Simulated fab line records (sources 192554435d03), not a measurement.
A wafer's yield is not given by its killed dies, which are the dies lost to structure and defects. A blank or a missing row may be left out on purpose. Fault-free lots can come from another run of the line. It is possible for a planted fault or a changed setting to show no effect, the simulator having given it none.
Which tool was responsible? | flow n5 finfet | 9 lots, 27 wafers sampled, at 5 steps of a route of 1938

== WHAT THE GAUGES READ, wafer by wafer ==
N5_BEOL_M4_RC_MEAS_101.
lot  | measured     | on        | VT_P_LONG (mV)
L270 | day 8 12:53  | prober-02 | -275 -277 -280
L271 | day 8 18:44  | prober-01 | -275 -275 -276
L277 | day 11 00:04 | prober-02 | -317 -319 -316
L278 | day 10 22:23 | prober-01 | -320 -319 -318
L279 | day 12 03:04 | prober-02 | -316 -319 -314
L285 | day 12 14:05 | prober-02 | -280 -278 -278
L290 | day 13 17:28 | prober-02 | -279 -279 -279
L291 | day 14 01:35 | prober-02 | -282 -278 -280
L292 | day 14 19:56 | prober-01 | -277 -278 -278

== WHICH TOOL RAN EACH LOT (tool, then ch and the chambers of the sampled wafers, then the start) ==
lot  | N5_HKMG_FIN_HK_ALD_01           | N5_HKMG_FIN_WET_ETCH_82            | N5_HKMG_FIN_ALD_36                 | N5_HKMG_FIN_DESCUM_17
L270 | ald hk-02 ch 0,1,2, day 3 23:44 | wet bench-05 ch 1,2,5, day 4 02:54 | ald metal-03 ch 1,2,3, day 4 02:58 | rie diel-02 ch 0,1,3, day 4 04:14
L271 | ald hk-01 ch 0,1,3, day 4 05:41 | wet bench-01 ch 4,5,6, day 4 09:17 | ald metal-02 ch 1,3, day 4 09:21   | rie diel-02 ch 0,2,3, day 4 10:29
L277 | ald hk-01 ch 0,3, day 5 21:21   | wet bench-01 ch 3,4,6, day 6 00:27 | ald metal-02 ch 0,2, day 6 00:31   | rie diel-04 ch 2,3, day 6 01:56
L278 | ald hk-02 ch 2,3, day 6 00:52   | wet bench-01 ch 0,5,7, day 6 04:10 | ald metal-02 ch 2,3, day 6 04:13   | rie diel-04 ch 0,1,3, day 6 05:28
L279 | ald hk-03 ch 0,1,3, day 6 09:25 | wet bench-01 ch 0,4,5, day 6 12:26 | ald metal-02 ch 1,2,3, day 6 12:29 | rie diel-05 ch 0,3, day 6 13:58
L285 | ald hk-01 ch 1,3, day 7 16:31   | wet bench-05 ch 1,3,4, day 7 19:40 | ald metal-02 ch 2,3, day 7 19:44   | rie diel-02 ch 1,3, day 7 21:12
L290 | ald hk-03 ch 1,2,3, day 8 22:34 | wet bench-01 ch 3,4,5, day 9 02:01 | ald metal-01 ch 1,2,3, day 9 02:04 | rie diel-04 ch 1,2,3, day 9 03:35
L291 | ald hk-02 ch 0,3, day 9 04:02   | wet bench-01 ch 2,4,5, day 9 07:07 | ald metal-02 ch 1,2,3, day 9 07:11 | rie diel-05 ch 1,2, day 9 08:20
L292 | ald hk-02 ch 0,1,3, day 9 08:10 | wet bench-05 ch 3,6,7, day 9 11:28 | ald metal-02 ch 0,1,2, day 9 11:31 | rie diel-04 ch 0,1,2, day 9 12:39
- N5_HKMG_FIN_HK_ALD_01: deposits HfO2, target thk 1.6 nm, pulse time 3 s, purge time 3 s.
- N5_HKMG_FIN_WET_ETCH_82: etches La2O3 in dHCl, stops on HfO2, target depth 2 nm, rinse time 30 s.
- N5_HKMG_FIN_ALD_36: deposits TiN, target thk 1 nm, pulse time 1 s, purge time 3 s.
- N5_HKMG_FIN_DESCUM_17: chemistry O2, time 7.9 s.

== THE ANSWER, worked out from the rows above alone ==
Rule: what is usual is taken from the lots themselves. Put in order of their means at a reading, lots are off if they are a third of the lots or fewer, leave a main group of 4 or more, and stand apart from it by a gap of 3 or more times the standard deviation of the main group's means; of several such gaps the widest counts. A main group whose means are all the same, to the digits that the tables above print for the reading, isn't used. A lot without any number at a reading at which 4 lots or more have one is off too. Any other lot the step has rows for is counted as sound.
Off: at N5_BEOL_M4_RC_MEAS_101 (VT_P_LONG), L277, L278, L279. The main group: mean -278 mV, standard deviation 1.5.
A tool fits if, at a process step before that reading, it ran every lot that is off, and no sound lot after the first of them. The gauges at N5_BEOL_M4_RC_MEAS_101 are tried like those tools. No candidate that was tried fits.

== WHAT THE SIMULATOR HAD INSERTED ==
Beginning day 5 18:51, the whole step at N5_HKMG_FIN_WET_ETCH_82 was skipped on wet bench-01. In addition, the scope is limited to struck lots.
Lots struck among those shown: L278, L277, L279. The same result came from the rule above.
